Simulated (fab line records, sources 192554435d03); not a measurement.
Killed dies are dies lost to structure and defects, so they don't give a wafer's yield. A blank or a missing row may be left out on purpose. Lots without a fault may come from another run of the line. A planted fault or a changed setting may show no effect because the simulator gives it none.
fab line records | flow n5_finfet
record lots=6 wafers=18 last_day=18
route steps=1938 shown HKMG_FIN@436 BEOL_M4@1111
lots that met no fault: from a run of the same line without faults
start_h: hours from the record's first day to the start of the lot's first wafer shown | wait_h: hours since the lot's step before | " the same as in the row above | L1.1+2: a row that stands for several wafers | - no value, or no start given | * or withheld: withheld | < > ~ a bound
route shown NAME@n: a module of which the file shows steps, and the number in the route of the first | usual: mean/standard deviation of fault-free wafers | same: alike in all rows | chamber/n: place in a boat | sites: the reading at each site | _std_site: their standard deviation | _edge_site: outer sites' mean less inner sites' | radius_mm: how far each site lies from the wafer's centre | mask NAME#n: copy n | behind: the tool/chamber that last shaped the wafer | hold: why the lot was held/for how many hours/how that ended | device: the transistor (n, p or np) that didn't switch | end of line: the same wafers' tests at the end of the route | a step without rows: its recipe alone | killed: dies lost to structure and defects at the first sort, not the wafer's yield | map: a wafer's dies, x killed, . not, _ none there
set.NAME: the setting as run; set.NAME@STEP: as run at that earlier step | model.NAME: the simulator's own value behind a step, which no gauge read
lots at some steps of the route; a table a step, a row a wafer
services: from which hour (start_h, from the record's first day; less than 0 if before it) a tool's chamber was out of use, for how many hours, and why
## steps
# step N5_HKMG_FIN_STRIP_33
# recipe chemistry=N2/H2 temp_c=40 n2_flow_sccm=200 h2_flow_sccm=200 rf_frequency_hz=6e+07
# step N5_HKMG_FIN_STRIP_34
# recipe chemistry=CF4 resist=SiARC power_w=300 bias_power_w=75 pressure_mtorr=50 cf4_flow_sccm=150 rf_frequency_hz=6e+07
# step N5_HKMG_FIN_ETCH_35
# recipe chemistry=N2/H2 target=SOC target_depth_a=2158 ion_energy_ev=65 bias_w=5 source_w=3000 time_s=243.4 pressure_mtorr=30 n2_flow_sccm=200 h2_flow_sccm=200
# step N5_HKMG_FIN_STRIP_92
# recipe chemistry=N2/H2 material=SOC time_s=20 power_w=500 temp_c=40 pressure_mtorr=50 rf_frequency_hz=6e+07 bias_power_w=8 h2_frac=0.5 n2_flow_sccm=300 h2_flow_sccm=300
# usual drypump_motor_current_A=5.9/0.55 oes_product_au=0.78/0.072 rf_vpp_V=54.1/0.79 showerhead_plenum_p_Torr=3.33/0.092 throttle_valve_pct=19.1/0.47
# columns lot.wafer tool chamber start_h wait_h drypump_motor_current_A oes_product_au rf_hours_counter_h rf_vpp_V showerhead_plenum_p_Torr throttle_valve_pct
L148.1 rie_diel-04 0 95.03 0.1 6.8 0.73 175 52.9 3.19 19.1
L148.2 " 2 " " 6.2 0.95 21 54.2 3.29 18.6
L148.4 " 1 " " 6.0 0.73 189 53.5 3.34 19.6
L149.3 rie_diel-01 0 105.19 0.1 5.3 0.92 21 53.2 3.39 18.3
L149.4 " 1 " " 5.4 0.86 45 55.6 3.42 18.5
L149.6 " 1 " " 5.5 0.86 - 55.7 3.42 18.5
L153.1 rie_diel-01 1 123.58 0.1 5.4 0.85 52 54.2 3.42 18.6
L153.2 " 0 " " 5.3 0.91 29 54.2 3.39 18.3
L153.4 " 2 " " 5.1 0.80 76 54.3 3.27 18.7
L158.1 rie_diel-04 1 157.43 0.1 6.0 0.71 210 53.0 3.33 19.7
L158.4 " 2 " " 6.1 0.89 39 52.4 3.28 18.6
L158.6 " 0 " " 6.8 0.71 - 55.6 3.18 19.2
L160.4 rie_diel-04 1 165.49 0.1 6.1 0.72 213 54.1 3.33 19.7
L160.5 " 0 " " 6.8 0.71 - 53.0 3.18 19.2
L160.6 " 3 " " 5.3 0.76 - 52.8 3.23 19.5
L168.1 rie_diel-04 0 215.96 0.1 6.8 0.71 213 53.4 3.17 19.2
L168.2 " 3 " " 5.4 0.74 180 53.6 3.22 19.5
L168.4 " 2 " " 6.2 0.87 60 53.1 3.27 18.6
# step N5_HKMG_FIN_WET_ETCH_18
# recipe chemistry=SC1 target=TiN mix=1:1:5 temp_c=* time_s=55 target_depth_nm=5.2 dry=ipa_marangoni rinse_time_s=30 rinse_temp_c=23
# step N5_HKMG_FIN_STRIP_19
# recipe chemistry=N2/H2 power_w=2500 temp_c=300 h2_frac=0.65 time_s=360 pressure_mtorr=withheld n2_flow_sccm=1750 h2_flow_sccm=3250
# usual drypump_motor_current_A=5.6/0.55 heater_power_w=488/53
# columns lot.wafer tool chamber start_h wait_h drypump_motor_current_A heater_power_w rf_hours_counter_h
L148.1 plasma_asher-01 1 95.17 0.0 6.0 443 40
L148.2 " 0 " " 6.2 590 40
L148.4 " 1 " " 6.0 446 -
L149.3 plasma_asher-02 0 105.46 0.1 4.8 460 -
L149.4 " 1 " " 5.6 466 -
L149.6 " 1 " " 5.6 467 -
L153.1 plasma_asher-02 0 123.72 0.0 4.8 454 98
L153.2 " 1 " " 5.6 464 98
L153.4 " 0 " " 4.8 463 -
L158.1 plasma_asher-02 0 157.58 0.0 4.8 456 105
L158.4 " 1 " " 5.6 471 -
L158.6 " 0 " " 4.8 447 -
L160.4 plasma_asher-02 0 165.76 0.2 4.8 464 -
L160.5 " 1 " " 5.6 459 -
L160.6 " 0 " " 4.8 453 -
L168.1 plasma_asher-02 1 216.10 0.0 5.6 468 115
L168.2 " 0 " " 4.8 455 115
L168.4 " 0 " " 4.8 459 -
# step N5_HKMG_FIN_ALD_91
# recipe material=TiN target_thk_a=10 temp_c=400 ald_precursor_family=TiCl4 ald_co_reactant=NH3 pulse_time_s=1 purge_time_s=3 co_reactant_purge_time_s=2 co_reactant_pulse_time_s=2 ald_cycles=47 pressure_torr=3
# step N5_HKMG_FIN_COAT_85
# recipe resist=SOC temp_c=250 time_s=60 spin_rpm=1500 resist_thk_nm=300
# step N5_HKMG_FIN_ETCH_86
# recipe chemistry=N2/H2 target=SOC target_depth_a=3932 stop_on=TiN ion_energy_ev=100 bias_w=61 pressure_mtorr=30 source_w=850 n2_flow_sccm=200 h2_flow_sccm=200
# usual drypump_motor_current_A=5.8/0.55 oes_product_au=0.76/0.059 rf_vpp_V=240.7/1.3 showerhead_plenum_p_Torr=2.54/0.071 throttle_valve_pct=17.9/0.3
# columns lot.wafer tool chamber start_h wait_h drypump_motor_current_A oes_product_au rf_hours_counter_h rf_vpp_V showerhead_plenum_p_Torr throttle_valve_pct
L148.1 rie_diel-02 1 96.03 - 6.6 0.74 136 239.9 2.55 18.1
L148.2 " 0 " " 5.6 0.72 211 241.5 2.64 18.1
L148.4 " 2 " " 5.8 0.76 145 241.9 2.65 17.7
L149.3 rie_diel-04 2 106.06 - 6.1 0.89 23 240.3 2.49 17.5
L149.4 " 3 " " 5.3 0.76 142 238.7 2.45 18.1
L149.6 " 1 " " 6.0 0.72 - 241.4 2.53 18.2
L153.1 rie_diel-02 3 124.44 - 5.0 0.73 160 241.3 2.54 18.3
L153.2 " 1 " " 6.6 0.73 145 241.8 2.55 18.1
L153.4 " 2 " " 5.8 0.76 155 240.7 2.64 17.7
L158.1 rie_diel-01 1 158.32 - 5.4 0.81 65 241.0 2.58 17.6
L158.4 " 3 " " 6.3 0.82 55 241.2 2.59 17.4
L158.6 " 1 " " 5.4 0.82 - 241.8 2.58 17.6
L160.4 rie_diel-02 2 166.36 - 5.8 0.75 171 242.0 2.64 17.7
L160.5 " 3 " " 5.0 0.72 - 239.0 2.54 18.3
L160.6 " 0 " " 5.6 0.70 - 242.1 2.62 18.2
L168.1 rie_diel-02 3 216.86 - 5.0 0.71 193 239.2 2.53 18.3
L168.2 " 2 " " 5.8 0.73 188 242.8 2.63 17.8
L168.4 " 3 " " 5.0 0.71 - 240.6 2.53 18.3
# step N5_HKMG_FIN_STRIP_89
# recipe chemistry=N2/H2 material=SOC time_s=20 power_w=500 temp_c=40 pressure_mtorr=50 rf_frequency_hz=6e+07 bias_power_w=8 h2_frac=0.5 n2_flow_sccm=300 h2_flow_sccm=300
# step N5_HKMG_FIN_WET_ETCH_87
# recipe chemistry=SC1 target=TiN mix=1:2:40 temp_c=50 time_s=154.2 target_depth_nm=4.7 dry=ipa_marangoni rinse_time_s=30 rinse_temp_c=23
# step N5_HKMG_FIN_STRIP_88
# recipe chemistry=N2/H2 power_w=2500 temp_c=300 h2_frac=0.65 time_s=360 pressure_mtorr=withheld n2_flow_sccm=1750 h2_flow_sccm=3250
# usual drypump_motor_current_A=5.8/0.53 heater_power_w=497/59
# columns lot.wafer tool chamber start_h wait_h drypump_motor_current_A heater_power_w rf_hours_counter_h
L148.1 plasma_asher-02 0 96.28 0.0 4.8 456 94
L148.2 " 1 " " 5.6 468 94
L148.4 " 1 " " 5.6 468 -
L149.3 plasma_asher-01 0 106.44 0.2 6.3 593 -
L149.4 " 1 " " 6.0 450 -
L149.6 " 1 " " 6.0 445 -
L153.1 plasma_asher-01 0 124.69 0.0 6.3 593 47
L153.2 " 1 " " 6.0 452 47
L153.4 " 0 " " 6.3 594 -
L158.1 plasma_asher-01 0 158.57 0.0 6.2 603 53
L158.4 " 0 " " 6.2 572 -
L158.6 " 1 " " 6.0 445 -
L160.4 plasma_asher-01 1 166.73 0.1 6.0 455 -
L160.5 " 1 " " 6.0 458 -
L160.6 " 0 " " 6.3 594 -
L168.1 plasma_asher-01 0 217.15 0.1 6.2 571 66
L168.2 " 1 " " 6.0 452 66
L168.4 " 0 " " 6.2 584 -
# step N5_HKMG_FIN_NWFM_ALD_20
# recipe material=TiAlC target_thk_a=20 temp_c=300 ald_precursor_family=TiCl4 ald_co_reactant=TEA pulse_time_s=3 purge_time_s=2 co_reactant_purge_time_s=2 co_reactant_pulse_time_s=10 ald_cycles=7 pressure_torr=3
# usual co_reactant_pulse_time_s=10/0 heater_power_w=466/45 precursor_pulse_height_rel=1.000/0.02
# columns lot.wafer tool chamber start_h wait_h co_reactant_pulse_time_s heater_power_w precursor_pulse_height_rel
L148.1 ald_metal-02 2 96.66 0.3 10 438 0.991
L148.2 " 3 " " 10 484 1.006
L148.4 " 0 " " 10 498 1.010
L149.3 ald_metal-02 2 106.71 0.2 10 441 1.017
L149.4 " 1 " " 10.861 491 1.015
L149.6 " 1 " " 10 482 1.017
L153.1 ald_metal-02 3 125.08 0.3 10 489 0.968
L153.2 " 0 " " 10 505 0.999
L153.4 " 2 " " 10.861 431 1.015
L158.1 ald_metal-01 3 158.95 0.3 10 359 1.008
L158.4 " 2 " " 10 494 1.001
L158.6 " 0 " " 10 519 1.008
L160.4 ald_metal-03 1 167.00 0.1 10 450 0.984
L160.5 " 1 " " 10 458 1.011
L160.6 " 2 " " 10 377 0.965
L168.1 ald_metal-01 1 217.58 0.3 10 472 0.976
L168.2 " 2 " " 10 502 0.998
L168.4 " 0 " " 10 530 1.010
# step N5_HKMG_FIN_ALD_71
# recipe material=TiN target_thk_a=10 temp_c=400 ald_precursor_family=TiCl4 ald_co_reactant=NH3 pulse_time_s=1 purge_time_s=3 co_reactant_purge_time_s=2 co_reactant_pulse_time_s=2 ald_cycles=47 pressure_torr=3
# usual co_reactant_pulse_time_s=2/0 heater_power_w=833/83 precursor_pulse_height_rel=1.002/0.02
# columns lot.wafer tool chamber start_h wait_h co_reactant_pulse_time_s heater_power_w precursor_pulse_height_rel
L148.1 ald_metal-02 2 96.76 0.0 2 773 0.982
L148.2 " 3 " " 2 871 0.997
L148.4 " 0 " " 2 870 0.973
L149.3 ald_metal-02 2 106.81 0.0 2 771 1.003
L149.4 " 1 " " 2 876 1.035
L149.6 " 1 " " 2 883 0.990
L153.1 ald_metal-02 3 125.18 0.0 2 859 1.024
L153.2 " 0 " " 2 906 1.008
L153.4 " 2 " " 2 791 0.972
L158.1 ald_metal-01 3 159.05 0.0 2 634 0.999
L158.4 " 2 " " 2 894 0.989
L158.6 " 0 " " 2 924 0.993
L160.4 ald_metal-03 1 167.10 0.0 2 819 0.968
L160.5 " 1 " " 2 816 1.008
L160.6 " 2 " " 2 664 1.020
L168.1 ald_metal-01 1 217.68 0.0 2 851 1.006
L168.2 " 2 " " 2 864 1.006
L168.4 " 0 " " 2 950 1.000
# step N5_BEOL_M4_RC_MEAS_101
# usual DIBL_N=36.4/1.7 DIBL_P=36.4/2.1 IOFF_N=0.16/0.035 IOFF_P=0.21/0.035 ION_N=680/11 ION_P=465/6.8 SS_N=71.5/0.58 SS_P=73.2/0.72 VT_N=249/3.6 VT_P=-250/3.1
# columns lot.wafer tool chamber start_h wait_h DIBL_N[mV/V] DIBL_P[mV/V] IOFF_N[nA/um] IOFF_P[nA/um] ION_N[uA/um] ION_P[uA/um] SS_N[mV/dec] SS_P[mV/dec] VT_N[mV] VT_P[mV]
L148.1 prober-01 0 191.17 0.0 33.8 33.2 0.13 0.16 675 458 71.6 72.6 252 -253
L148.2 " 0 " " 35.7 36.7 0.18 0.22 687 463 71.3 73.2 251 -249
L148.4 " 0 " " 39.0 38.9 0.27 0.27 704 467 73.1 73.9 243 -246
L149.3 prober-02 0 214.27 0.3 35.4 37.1 0.17 0.19 681 459 71.3 72.8 250 -254
L149.4 " 0 " " 36.0 38.4 0.19 0.21 689 469 71.8 73.6 247 -250
L149.6 " 0 " " 37.6 39.5 0.20 0.22 681 463 71.5 73.7 248 -251
L153.1 prober-02 0 214.89 0.6 36.7 36.4 0.16 0.20 676 465 71.1 73.1 248 -253
L153.2 " 0 " " 34.7 34.5 0.13 0.17 670 457 71.3 72.2 254 -256
L153.4 " 0 " " 37.1 37.6 0.19 0.22 704 473 71.4 73.8 247 -252
L158.1 prober-02 0 252.01 0.0 36.0 35.4 0.16 0.23 673 471 71.6 73.0 247 -245
L158.4 " 0 " " 35.6 35.3 0.16 0.23 687 474 71.0 73.0 247 -247
L158.6 " 0 " " 37.2 36.3 0.18 0.25 691 471 71.8 73.1 245 -247
L160.4 prober-02 0 261.21 0.5 31.2 31.1 0.10 0.14 662 459 70.3 71.5 254 -257
L160.5 " 0 " " 33.8 34.0 0.12 0.16 668 455 70.9 72.2 253 -256
L160.6 " 0 " " 33.3 34.3 0.13 0.17 671 464 70.7 72.3 251 -252
L168.1 prober-01 0 309.46 0.0 37.1 37.3 0.17 0.24 685 471 71.3 73.8 249 -247
L168.2 " 0 " " 37.0 36.5 0.16 0.23 674 461 71.4 73.7 250 -248
L168.4 " 0 " " 36.6 35.0 0.15 0.21 668 462 71.9 73.1 251 -250
## services
# columns tool chamber start_h hours kind
plasma_asher-02 - 74.47 0.4 repair
ald_metal-03 - 131.28 14.6 pm
rie_diel-04 0 143.65 8.5 repair
ald_metal-02 - 153.04 1.9 repair
plasma_asher-02 - 176.14 4.9 repair
ald_metal-01 - 178.52 28.1 pm
rie_diel-02 0 211.43 - clean
rie_diel-02 0 211.43 - consumable_replace:focus_ring
rie_diel-02 0 211.43 15.1 scheduled_down
rie_diel-02 0 211.43 15.1 vent_cycle
ald_metal-02 - 216.21 2.8 pm
## key
first_sign step=N5_HKMG_FIN_NWFM_ALD_20 reading=co_reactant_pulse_time_s direction=up sigmas=99+ usual=* struck=*
effect none on later readings
met_at N5_HKMG_FIN_NWFM_ALD_20
struck_wafers L149.4,L153.4
onset_between 96.66 106.71
fault kind=process_parameter_drift tool=ald_metal-02 chamber=- onset_h=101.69 steps=N5_HKMG_FIN_NWFM_ALD_20 channel=co_reactant_pulse_time_s offset=* shape=step end_h=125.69 scope=struck_wafers_only acts_in=* stated=*
